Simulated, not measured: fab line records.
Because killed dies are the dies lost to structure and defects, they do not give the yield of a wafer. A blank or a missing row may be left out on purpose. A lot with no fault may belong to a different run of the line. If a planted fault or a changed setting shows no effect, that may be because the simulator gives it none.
fab line records ; flow n5_finfet
[record] lots = 10; wafers = 27; last_day = 18
route steps=1938 shown BEOL_M2@922 BEOL_M3@932 BEOL_M4@1111 PASSIVATION@1936
lots with no fault: from the same line, run without faults
start_h: hours from the record's first day to the start of the lot's first wafer shown ; wait_h: time in hours since the lot's previous step ; " identical to the entry in the row above ; L1.1+2: one row covering several wafers at once ; - no value present, or no start provided ; * or withheld: withheld ; < > ~ a bound
route shown NAME@n: names a module that has steps shown in the file, with the first one's number in the route ; usual: average and standard deviation across the fault-free wafers ; same: alike in all rows ; chamber/n: place in a boat ; sites: per-site readings ; _std_site: their standard deviation ; _edge_site: the outer-site mean with the inner-site mean subtracted ; radius_mm: how far each site lies from the wafer's centre ; mask NAME#n: copy n ; behind: tool/chamber where the wafer was last shaped ; hold: what put the lot on hold/how long, in hours/how the hold closed ; device: transistor that didn't switch, given as n, p or np ; end of line: the same wafers' tests at the end of the route ; step lacking rows: just its recipe ; killed: at the first sort, the dies lost to defects and structure; wafer yield is something else ; map: shows each die of a wafer: x if killed, . if not, _ if none is there
set.NAME: setting as actually run; set.NAME@STEP: the setting as run at that earlier step ; model.NAME: the simulator's own value behind a step, which no gauge read
steps of the route over a sample of lots; a table a step, a row a wafer
services: from which hour (start_h, from the record's first day; less than 0 if before it) a tool's chamber was out of use, for how many hours, and why
[[steps]]
[step N5_BEOL_M2_ANNEAL_51]
[recipe] temp_c = 225; time_s = 90; ambient = N2
[usual] wafer_temp_C_max = 226.16/0.29
lot.wafer;tool;chamber;start_h;wait_h;wafer_temp_C_max
L130.3;rtp_anneal-01;0;141.63;0.2;225.83
L130.4;rtp_anneal-01;0;141.63;0.2;225.85
L130.6;rtp_anneal-01;0;141.63;0.2;225.55
L131.1;rtp_anneal-01;0;147.23;0.4;225.81
L131.3;rtp_anneal-01;0;147.23;0.4;225.80
L131.5;rtp_anneal-01;0;147.23;0.4;226.05
L132.1;rtp_anneal-02;0;152.46;0.1;226.26
L132.2;rtp_anneal-02;0;152.46;0.1;226.74
L132.3;rtp_anneal-02;0;152.46;0.1;226.56
L136.3;rtp_anneal-02;0;185.24;0.2;226.35
L136.4;rtp_anneal-02;0;185.24;0.2;226.52
L136.5;rtp_anneal-02;0;185.24;0.2;226.58
L137.2;rtp_anneal-01;0;186.18;0.3;225.79
L137.3;rtp_anneal-01;0;186.18;0.3;226.00
L137.6;rtp_anneal-01;0;186.18;0.3;225.71
L139.1;rtp_anneal-02;0;208.78;0.1;226.13
L139.3;rtp_anneal-02;0;208.78;0.1;226.62
L139.5;rtp_anneal-02;0;208.78;0.1;226.13
L141.2;rtp_anneal-01;0;219.18;0.2;226.09
L141.4;rtp_anneal-01;0;219.18;0.2;226.09
L148.1;rtp_anneal-01;0;262.15;0.1;226.24
L148.6;rtp_anneal-01;0;262.15;0.1;226.23
L150.1;rtp_anneal-02;0;268.95;0.1;226.38
L150.4;rtp_anneal-02;0;268.95;0.1;226.23
L152.2;rtp_anneal-01;0;288.41;0.1;225.96
L152.3;rtp_anneal-01;0;288.41;0.1;226.45
L152.5;rtp_anneal-01;0;288.41;0.1;225.63
[step N5_BEOL_M2_CO_CAP_55]
[recipe] material = Co; target_thk_a = 20; temp_c = 200; precursor = CCTBA/H2; pressure_torr = 30; time_s = 102.1
[usual] heater_power_outer_w = 126/6; heater_power_w = 240/15
lot.wafer;tool;chamber;start_h;wait_h;heater_power_outer_w;heater_power_w
L130.3;cvd_co-02;0;142.20;0.0;123;237
L130.4;cvd_co-02;1;142.20;0.0;132;252
L130.6;cvd_co-02;0;142.20;0.0;122;232
L131.1;cvd_co-02;2;147.90;0.0;122;212
L131.3;cvd_co-02;1;147.90;0.0;128;252
L131.5;cvd_co-02;1;147.90;0.0;134;252
L132.1;cvd_co-02;2;153.13;0.0;120;214
L132.2;cvd_co-02;0;153.13;0.0;123;234
L132.3;cvd_co-02;1;153.13;0.0;133;248
L136.3;cvd_co-02;2;186.21;0.0;118;214
L136.4;cvd_co-02;0;186.21;0.0;127;244
L136.5;cvd_co-02;1;186.21;0.0;131;252
L137.2;cvd_co-01;0;186.93;0.0;131;251
L137.3;cvd_co-01;1;186.93;0.0;118;224
L137.6;cvd_co-01;0;186.93;0.0;124;250
L139.1;cvd_co-01;2;209.47;0.0;132;256
L139.3;cvd_co-01;1;209.47;0.0;119;229
L139.5;cvd_co-01;2;209.47;0.0;132;258
L141.2;cvd_co-01;0;220.03;0.0;129;256
L141.4;cvd_co-01;0;220.03;0.0;130;256
L148.1;cvd_co-01;1;262.82;0.0;123;229
L148.6;cvd_co-01;1;262.82;0.0;118;229
L150.1;cvd_co-01;1;269.62;0.0;121;229
L150.4;cvd_co-01;0;269.62;0.0;129;262
L152.2;cvd_co-01;1;289.04;0.0;119;228
L152.3;cvd_co-01;0;289.04;0.0;130;251
L152.5;cvd_co-01;1;289.04;0.0;118;223
[step N5_BEOL_M3_THK_MEAS_01]
[recipe] reads = SiOC_of_BEOL_M3_ILD_DEP_00
[usual] M3_ILD_THK = 79.0/0.98
lot.wafer;tool;chamber;start_h;wait_h;M3_ILD_THK[nm]
L130.3;film_metro-02;-;142.52;0.1;77.5
L130.4;film_metro-02;-;142.52;0.1;79.6
L130.6;film_metro-02;-;142.52;0.1;78.3
L131.1;film_metro-02;-;148.23;0.0;78.1
L131.3;film_metro-02;-;148.23;0.0;77.5
L131.5;film_metro-02;-;148.23;0.0;78.5
L132.1;film_metro-01;-;153.48;0.0;77.9
L132.2;film_metro-01;-;153.48;0.0;79.8
L132.3;film_metro-01;-;153.48;0.0;78.0
L136.3;film_metro-01;-;186.52;0.1;79.1
L136.4;film_metro-01;-;186.52;0.1;78.5
L136.5;film_metro-01;-;186.52;0.1;79.1
L137.2;film_metro-01;-;187.24;0.1;78.0
L137.3;film_metro-01;-;187.24;0.1;78.7
L137.6;film_metro-01;-;187.24;0.1;78.7
L139.1;film_metro-01;-;209.85;0.0;78.9
L139.3;film_metro-01;-;209.85;0.0;78.6
L139.5;film_metro-01;-;209.85;0.0;78.6
L141.2;film_metro-02;-;220.34;0.1;78.6
L141.4;film_metro-02;-;220.34;0.1;79.4
L148.1;film_metro-01;-;263.13;0.0;77.5
L148.6;film_metro-01;-;263.13;0.0;77.7
L150.1;film_metro-01;-;269.93;0.0;77.9
L150.4;film_metro-01;-;269.93;0.0;80.3
L152.2;film_metro-01;-;289.35;0.1;77.9
L152.3;film_metro-01;-;289.35;0.1;79.3
L152.5;film_metro-01;-;289.35;0.1;79.1
[step N5_BEOL_M3_ETCH_74]
[recipe] chemistry = N2/H2; target = underlayer; target_depth_a = 65; mask_material = CAR-EUV; time_s = 5.2; ion_energy_ev = 200; pressure_mtorr = 30; source_w = 840; bias_w = 150; n2_flow_sccm = 200; h2_flow_sccm = 200; ends = cleared
[usual] drypump_motor_current_A = 5.6/0.42; etch_rf_on_time_s = 5.17/0.1; oes_product_au = 0.68/0.081; rf_vpp_V = 522.8/2.9; showerhead_plenum_p_Torr = 2.51/0.093; throttle_valve_pct = 17.72/0.25
lot.wafer;tool;chamber;start_h;wait_h;drypump_motor_current_A;etch_rf_on_time_s;oes_product_au;rf_hours_counter_h;rf_vpp_V;showerhead_plenum_p_Torr;throttle_valve_pct
L130.3;rie_diel-04;2;144.00;0.0;6.2;5.28;0.74;38;526.1;2.59;17.33
L130.4;rie_diel-04;0;144.00;0.0;5.8;5.19;0.60;-;523.4;2.51;18.20
L130.6;rie_diel-04;3;144.00;0.0;5.2;5.13;0.61;-;520.8;2.42;17.69
L131.1;rie_diel-04;0;150.41;0.0;5.8;5.06;0.60;234;524.8;2.51;18.23
L131.3;rie_diel-04;1;150.41;0.0;5.7;5.07;0.66;132;517.2;2.34;17.56
L131.5;rie_diel-04;0;150.41;0.0;5.8;5.17;0.59;-;523.6;2.51;18.19
L132.1;rie_diel-01;3;154.88;0.0;5.6;5.20;0.66;143;527.0;2.66;17.76
L132.2;rie_diel-01;2;154.88;0.0;5.2;5.20;0.68;125;521.9;2.44;17.71
L132.3;rie_diel-01;1;154.88;0.0;5.8;5.06;0.75;68;522.6;2.49;17.63
L136.3;rie_diel-01;0;188.72;0.0;5.0;5.44;0.79;7;523.4;2.51;17.54
L136.4;rie_diel-01;2;188.72;0.0;5.2;5.26;0.67;-;521.1;2.44;17.72
L136.5;rie_diel-01;0;188.72;0.0;4.9;5.30;0.81;-;521.6;2.51;17.52
L137.2;rie_diel-01;0;188.96;0.0;4.9;5.33;0.81;7;521.8;2.51;17.56
L137.3;rie_diel-01;2;188.96;0.0;5.2;5.24;0.67;135;521.8;2.44;17.74
L137.6;rie_diel-01;2;188.96;0.0;5.2;5.23;0.66;-;522.6;2.44;17.73
L139.1;rie_diel-04;3;210.99;0.0;5.1;5.19;0.59;212;521.0;2.41;17.70
L139.3;rie_diel-04;1;210.99;0.0;5.7;5.15;0.64;148;516.4;2.33;17.60
L139.5;rie_diel-04;1;210.99;0.0;5.6;5.12;0.65;-;516.6;2.33;17.61
L141.2;rie_diel-01;3;221.66;0.0;5.6;5.30;0.63;164;525.7;2.65;17.80
L141.4;rie_diel-01;0;221.66;0.0;4.9;5.40;0.77;19;524.1;2.51;17.56
L148.1;rie_diel-01;1;264.96;0.0;5.7;6.02;0.64;101;520.3;2.47;17.68
L148.6;rie_diel-01;3;264.96;0.0;5.6;5.17;0.63;-;524.7;2.65;17.85
L150.1;rie_diel-01;2;271.06;0.0;5.2;6.14;0.59;163;519.2;2.43;17.78
L150.4;rie_diel-01;2;271.06;0.0;5.2;6.15;0.59;-;522.1;2.43;17.76
L152.2;rie_diel-04;3;291.88;0.0;5.2;5.08;0.59;238;519.7;2.40;17.76
L152.3;rie_diel-04;1;291.88;0.0;5.7;5.11;0.63;174;517.4;2.32;17.62
L152.5;rie_diel-04;0;291.88;0.0;5.8;4.87;0.83;-;522.9;2.50;17.84
[step N5_BEOL_M4_RC_MEAS_101]
[usual] DIBL_N = 36.5/1.4; DIBL_P = 36.6/1.9; IOFF_N = 0.167/0.029; IOFF_P = 0.21/0.033; ION_N = 674/12; ION_P = 460/8.9; SS_N = 71.6/0.57; SS_P = 73.4/0.61; VT_N = 249/3.3; VT_P = -250/3.3
lot.wafer;tool;chamber;start_h;wait_h;DIBL_N[mV/V];DIBL_P[mV/V];IOFF_N[nA/um];IOFF_P[nA/um];ION_N[uA/um];ION_P[uA/um];SS_N[mV/dec];SS_P[mV/dec];VT_N[mV];VT_P[mV]
L130.3;prober-01;0;164.05;0.9;34.9;35.9;0.152;0.17;682;454;71.5;73.3;250;-254
L130.4;prober-01;0;164.05;0.9;34.5;35.7;0.133;0.18;660;449;71.4;73.7;251;-253
L130.6;prober-01;0;164.05;0.9;37.4;37.8;0.186;0.20;670;453;72.5;73.2;244;-253
L131.1;prober-02;0;178.37;0.0;36.0;36.0;0.160;0.20;664;454;71.5;73.9;250;-252
L131.3;prober-02;0;178.37;0.0;34.5;33.9;0.134;0.18;657;450;71.3;73.7;252;-256
L131.5;prober-02;0;178.37;0.0;38.5;39.2;0.214;0.26;674;459;72.6;74.7;244;-247
L132.1;prober-02;0;181.24;0.0;36.0;37.2;0.162;0.23;693;478;71.3;72.9;252;-252
L132.2;prober-02;0;181.24;0.0;34.5;34.3;0.130;0.19;667;460;71.4;72.8;253;-250
L132.3;prober-02;0;181.24;0.0;36.4;36.9;0.145;0.22;659;457;72.1;73.6;252;-250
L137.2;prober-02;0;210.35;0.2;36.2;35.3;0.164;0.18;669;453;72.0;72.7;249;-253
L137.3;prober-02;0;210.35;0.2;35.3;35.3;0.157;0.18;678;457;71.5;73.0;248;-253
L137.6;prober-02;0;210.35;0.2;37.7;38.0;0.191;0.23;679;467;72.2;74.1;245;-249
L136.3;prober-01;0;210.55;0.3;36.1;36.2;0.176;0.26;697;483;71.6;73.3;245;-244
L136.4;prober-01;0;210.55;0.3;34.1;34.4;0.137;0.23;680;475;70.8;73.2;249;-244
L136.5;prober-01;0;210.55;0.3;37.8;38.3;0.221;0.30;711;487;72.2;74.0;242;-242
L139.1;prober-02;0;226.25;0.0;37.5;40.1;0.170;0.22;682;463;71.9;73.5;251;-251
L139.3;prober-02;0;226.25;0.0;35.7;38.1;0.151;0.20;666;461;72.4;73.6;250;-252
L139.5;prober-02;0;226.25;0.0;35.2;36.2;0.130;0.16;657;447;71.7;73.6;251;-257
L141.2;prober-02;0;242.24;0.2;38.6;40.1;0.216;0.23;691;465;72.2;74.6;244;-252
L141.4;prober-02;0;242.24;0.2;37.4;36.5;0.170;0.17;667;449;72.1;73.5;249;-255
L148.1;prober-02;0;286.76;0.0;35.4;35.2;0.142;0.17;675;463;71.0;72.1;249;-251
L148.6;prober-02;0;286.76;0.0;35.8;35.9;0.151;0.18;684;466;71.3;73.0;252;-254
L150.1;prober-02;0;295.18;0.0;34.0;34.6;0.139;0.20;679;465;71.0;72.8;250;-249
L150.4;prober-02;0;295.18;0.0;36.2;37.3;0.174;0.25;674;467;71.8;73.0;248;-245
L152.2;prober-01;0;308.71;0.2;35.2;34.8;0.133;0.19;649;452;72.1;72.1;252;-252
L152.3;prober-01;0;308.71;0.2;35.4;35.0;0.141;0.20;670;462;71.4;72.8;250;-251
L152.5;prober-01;0;308.71;0.2;36.6;36.5;0.165;0.21;663;447;72.4;71.9;249;-251
[step N5_PASSIVATION_PROBE_49]
[usual] defect_limited_yield = 91.2/1.6; killed_at_M0_to_M3 = 34/11; killed_at_M4_up = 14/5.7; killed_at_contacts = 14/6.6; killed_at_front_end = 37/10; killed_at_other = 4/3.2; killed_dies = 104/19; killed_on_rim = 14/4.1; killed_open = 69/13; killed_short = 33/8.7; sort_bin_5_function = 5.1/1; sort_bin_6_memory = 3.3/0.76; sort_bin_8_speed = 0.00/0.016; sort_n_pass = 1076/19; sort_yield_pct = 91.2/1.6
[same] gross_dies = 1180; killed_at_back_side = 0; sort_bin_4_leakage[%] = 0
lot.wafer;tool;chamber;start_h;wait_h;defect_limited_yield[%];killed_at_M0_to_M3;killed_at_M4_up;killed_at_contacts;killed_at_front_end;killed_at_other;killed_dies;killed_on_rim;killed_open;killed_short;sort_bin_5_function[%];sort_bin_6_memory[%];sort_bin_8_speed[%];sort_n_pass;sort_yield_pct[%]
L139.1;prober-01;-;326.27;0.0;91.0;36;20;9;30;11;106;12;63;40;4.5;4.3;0;1074;91.0
L139.3;prober-01;-;326.37;0.1;90.9;38;12;2;48;7;107;16;72;31;5.6;3.3;0;1073;90.9
L139.5;prober-01;-;326.47;0.2;89.4;44;16;15;39;11;125;18;88;35;6.6;3.9;0;1055;89.4
L141.2;prober-02;-;343.87;0.1;91.4;37;17;8;39;1;102;10;72;28;6.0;2.5;0;1078;91.4
L141.4;prober-02;-;343.97;0.2;92.8;34;17;5;26;3;85;13;63;19;4.2;3.0;0;1095;92.8
// killed by level:class
L139.1 BEOL_M0_SAQP:geometric_particle:short=8 BEOL_M4:geometric_particle:open=8 PAD_METAL:geometric_particle:short=8 MOL_CONTACT_COAG:geometric_particle:open=7 BEOL_M2:geometric_particle:open=7 FIN_SAQP:geometric_particle:open=6 BEOL_M0_SAQP:geometric_particle:open=6 GATE_CUT:geometric_particle:short=5
L139.3 FIN_SAQP:geometric_particle:open=13 FIN_SAQP:geometric_particle:short=11 BEOL_M0_SAQP:geometric_particle:open=11 BEOL_M1:geometric_particle:open=7 BEOL_M3:geometric_particle:open=7 GATE_CUT:geometric_particle:short=6 STI_FIN_REVEAL:geometric_particle:open=5 BEOL_M0_SAQP:geometric_particle:short=5
L139.5 FIN_SAQP:geometric_particle:open=16 MOL_CONTACT_COAG:geometric_particle:open=13 BEOL_M2:geometric_particle:open=13 FIN_SAQP:geometric_particle:short=9 BEOL_M0_SAQP:geometric_particle:open=8 BEOL_M4:geometric_particle:open=8 BEOL_M0_SAQP:geometric_particle:short=6 BEOL_M1:geometric_particle:open=5
L141.2 BEOL_M0_SAQP:geometric_particle:open=12 FIN_SAQP:geometric_particle:open=7 BEOL_M2:geometric_particle:open=7 ILD0:geometric_particle:open=6 MOL_CONTACT_COAG:geometric_particle:open=6 DUMMY_GATE:geometric_particle:open=5 FIN_SAQP:geometric_particle:short=4 BEOL_M0_SAQP:geometric_particle:short=4
L141.4 BEOL_M2:geometric_particle:open=13 BEOL_M4:geometric_particle:open=9 BEOL_M1:geometric_particle:open=7 DUMMY_GATE:geometric_particle:open=6 FIN_SAQP:geometric_particle:short=5 FIN_SAQP:geometric_particle:open=4 MOL_CONTACT_COAG:geometric_particle:open=4 BEOL_M3:geometric_particle:open=4
[[services]]
tool;chamber;start_h;hours;kind
rie_diel-04;1;136.39;8.7;repair
rie_diel-01;0;144.02;-;clean
rie_diel-01;0;144.02;-;consumable_replace:focus_ring
rie_diel-01;0;144.02;16.1;scheduled_down
rie_diel-01;0;144.02;16.1;vent_cycle
rie_diel-01;1;186.61;6.5;repair
rie_diel-04;3;198.65;1.7;repair
cvd_co-01;0;203.85;11.4;repair
rie_diel-01;1;218.33;2.2;repair
rie_diel-04;0;235.68;-;clean
rie_diel-04;0;235.68;-;consumable_replace:focus_ring
rie_diel-04;0;235.68;26.3;scheduled_down
rie_diel-04;0;235.68;26.3;vent_cycle
rie_diel-04;-;237.68;2.8;pm
rtp_anneal-02;-;238.50;0.8;pm
rie_diel-01;0;254.85;1.3;repair
cvd_co-02;1;263.33;22.5;repair
rie_diel-01;0;269.55;3.6;repair
rie_diel-04;-;288.48;2.1;repair
[[key]]
[first_sign] step = N5_BEOL_M3_ETCH_74; reading = etch_rf_on_time_s; direction = up; sigmas = 8.9; usual = *; struck = *
effect none on later readings
met_at N5_BEOL_M3_ETCH_74
struck_lots L148,L150
struck_wafers L148.1,L150.1,L150.4
not_acting_at N5_BEOL_M2_ANNEAL_51,N5_BEOL_M2_CO_CAP_55,N5_BEOL_M3_THK_MEAS_01
onset_between 221.66 264.96
[fault] kind = process_parameter_drift; tool = rie_diel-01; chamber = -; onset_h = 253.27; steps = N5_BEOL_M3_ETCH_74; channel = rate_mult; offset = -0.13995; shape = step; end_h = 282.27; scope = struck_wafers_only
